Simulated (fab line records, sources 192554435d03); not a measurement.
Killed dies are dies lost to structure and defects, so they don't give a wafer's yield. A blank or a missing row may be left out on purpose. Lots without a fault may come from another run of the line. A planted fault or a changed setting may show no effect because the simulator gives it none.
Split-lot experiment | flow n5_finfet | 7 lots, 21 wafers read, on a route of 1938 steps

THE SPLIT
At N5_BEOL_M5_TRENCH_ETCH_37 (etches SiCOH lowk in C4F6/O2, target depth 71.652 nm, time 24.7 s), the setting time_s was moved away from the recipe's 24.7 s on 9 of the 21 wafers read, by -20.6% to +21.0%. The other wafers ran this setting at the recipe's value.

FROM THE SPLIT TO THE READING: what the file shows between them, 8 steps
- N5_BEOL_M5_ETCH_41: etches SiCN in CH3F/O2, target depth 31.5 nm, time 56.7 s
- N5_BEOL_M5_STRIP_91: strips in N2/H2, time 10 s
- N5_BEOL_M5_OCD_MEAS_38
- N5_BEOL_M5_HM_STRIP_39: strips TiN in peroxide tin strip, target depth 25 nm, time 158 s
- N5_BEOL_M5_SRD_40: time 30 s
- N5_BEOL_M5_ECD_50: material Cu, target thk 300 nm
- N5_BEOL_M5_ANNEAL_51: time 90 s
- N5_BEOL_M5_CMP_52: polishes, stops on SiCOH lowk, t overpolish 6.9 s, target thk 62 nm

THE READING
M5_THK, in nm, at N5_BEOL_M5_THK_MEAS_53 (measures by xrf). Fault-free wafers of this fab line usually give 62.9 nm, standard deviation 1.8 nm.

wafer  | tool, chamber at the split | time_s as run, s | against the recipe | M5_THK, nm | against lot-mates on the recipe
L076.2 | rie_diel-02, 3             | 29.12            | +17.9%             | 75.8       | +12.3
L076.4 | rie_diel-02, 2             | 24.7             | recipe             | 63.5       | -
L076.5 | rie_diel-02, 3             | 29.12            | +17.9%             | 75.0       | +11.5
L078.4 | rie_diel-05, 2             | 24.7             | recipe             | 65.0       | -
L078.5 | rie_diel-05, 2             | 24.7             | recipe             | 62.0       | -
L078.6 | rie_diel-05, 1             | 24.7             | recipe             | 66.4       | -
L080.2 | rie_diel-05, 3             | 29.89            | +21.0%             | 77.4       | +14.1
L080.3 | rie_diel-05, 2             | 24.7             | recipe             | 63.4       | -
L080.4 | rie_diel-05, 0             | 24.7             | recipe             | 63.3       | -
L088.1 | rie_diel-02, 2             | 24.7             | recipe             | 60.6       | -
L088.2 | rie_diel-02, 0             | 19.6             | -20.6%             | 45.8       | -15.9
L088.4 | rie_diel-02, 1             | 24.7             | recipe             | 62.8       | -
L089.1 | rie_diel-05, 0             | 24.7             | recipe             | 64.8       | -
L089.3 | rie_diel-05, 2             | 24.7             | recipe             | 62.5       | -
L089.4 | rie_diel-05, 3             | 24.7             | recipe             | 62.3       | -
L087.1 | rie_diel-02, 1             | 24.7             | recipe             | 63.9       | -
L087.2 | rie_diel-02, 2             | 26.32            | +6.6%              | 70.4       | +6.5
L087.5 | rie_diel-02, 0             | 26.32            | +6.6%              | 64.9       | +1.0
L097.1 | rie_diel-05, 3             | 22.04            | -10.8%             | 55.0       | no lot-mate on the recipe
L097.3 | rie_diel-05, 2             | 22.04            | -10.8%             | 53.9       | no lot-mate on the recipe
L097.5 | rie_diel-05, 1             | 22.04            | -10.8%             | 54.6       | no lot-mate on the recipe

THE FIT
A straight line over all 21 wafers: M5_THK changes by +0.741 nm for each +1% of time_s; r = +0.98; the points scatter about the line by 1.6 nm.
The same after taking each lot's own level away (the mean of its wafers on the recipe; 18 wafers): +0.698 nm for each +1%; r = +0.98; scatter 1.5 nm.
On that fit, the largest move of time_s shifts the reading by 15 nm.
The lots' own levels span 61.70 to 64.47 nm, that is 1.5 times the standard deviation above.
So the lot-to-lot level changes the slope little: the two slopes agree.
Check: with one of the wafers moved furthest among these (+21.0%) left out of the fit, the line predicts +14.5 nm for it against its lot-mates. It came out at +14.1 nm against them.

OTHER SPLITS ON THESE WAFERS
These wafers also went through other splits before the reading. Each is held against what the fit with the lots' levels taken away leaves over:
other split on the same wafers | wafers away from the commonest value | r with M5_THK (lot level and that fit taken away)
N5_BEOL_M4_EXPOSE_08 dose_mj   | 7                                    | +0.07
N5_BEOL_M5_VIA_ETCH_34 bias_w  | 7                                    | +0.17

THE WHOLE CHAIN: every reading that the file lists as answering this split, in the file's order
step                      | what it does                                                        | reading                                                                      | change (the file's fit)               | r (the file's)
N5_BEOL_M5_TRENCH_ETCH_37 | etches SiCOH lowk in C4F6/O2, target depth 71.652 nm, time 24.7 s   | etch.depth_nm (the simulator's own value, which no gauge read)               | +0.716 nm for each +1% of the setting | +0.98
N5_BEOL_M5_TRENCH_ETCH_37 | etches SiCOH lowk in C4F6/O2, target depth 71.652 nm, time 24.7 s   | BEOL_M5.feature_depth_nm (the simulator's own value, which no gauge read)    | +0.716 nm for each +1% of the setting | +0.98
N5_BEOL_M5_OCD_MEAS_38    |                                                                     | trench_depth_nm                                                              | +0.717 nm for each +1% of the setting | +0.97
N5_BEOL_M5_CMP_52         | polishes, stops on SiCOH lowk, t overpolish 6.9 s, target thk 62 nm | Cu_of_BEOL_M5_ECD_50.thk_nm (the simulator's own value, which no gauge read) | +0.687 nm for each +1% of the setting | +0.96
N5_BEOL_M5_THK_MEAS_53    | measures by xrf                                                     | M5_THK                                                                       | +0.701 for each +1% of the setting    | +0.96

THE FILE'S OWN FIT
M5_THK changes by +0.701 nm for each +1% of time_s, r = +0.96.
